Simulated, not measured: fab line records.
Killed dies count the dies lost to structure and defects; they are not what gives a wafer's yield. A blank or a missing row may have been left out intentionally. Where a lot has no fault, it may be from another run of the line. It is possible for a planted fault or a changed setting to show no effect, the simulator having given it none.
Chamber matching	flow n5_finfet	uv_cure-03 running N5_BEOL_M7_CURE_74: 3 sister chambers
The step cures SiCOH lowk, time 240 s. 3 wafers are shown with their chamber, then 12 later ones without.

== WAFERS WITH THEIR CHAMBER ==
wafer	chamber	wafer_temp_C_max
L090.6	2	387.0
L091.4	0	386.9
L092.6	1	385.8

== WAFERS MISSING THEIR CHAMBER ==
wafer	wafer_temp_C_max
L092.2	385.7
L092.3	386.0
L092.5	386.0
L094.3	387.3
L094.4	387.5
L094.5	387.0
L097.1	386.9
L097.2	387.3
L097.3	386.6
L097.4	387.2
L097.5	386.6
L097.6	387.4

== WHICH CHAMBER EACH WENT THROUGH ==
wafer	from the rows above	in truth
L092.2	1	1
L092.3	1	1
L092.5	1	1
L094.3	can't be placed: 2 or 0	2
L094.4	can't be placed: 2 or 0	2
L094.5	can't be placed: 2 or 0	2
L097.1	can't be placed: 0 or 2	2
L097.2	can't be placed: 2 or 0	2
L097.3	can't be placed: 0 or 2 or 1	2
L097.4	can't be placed: 2 or 0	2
L097.5	can't be placed: 0 or 2 or 1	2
L097.6	can't be placed: 2 or 0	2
Placed correctly: 3 of 12. Not placeable from these rows: 9 (in 9, the candidates include the true chamber). Placed wrongly: 0.
How it was worked out, from the rows above alone: a wafer's distance from a chamber is the root of the sum, over the readings, of the square of ((its reading less the chamber's mean) divided by the reading's scatter). The wafer belongs to the nearest chamber; if the next one is less than 2 further off, it can't be placed. For every chamber, the mean is computed from those of its wafers that are shown. The scatter (one wafer shown for each chamber): square how far every hidden wafer sits from the nearest shown wafer, average those squares and take the square root.
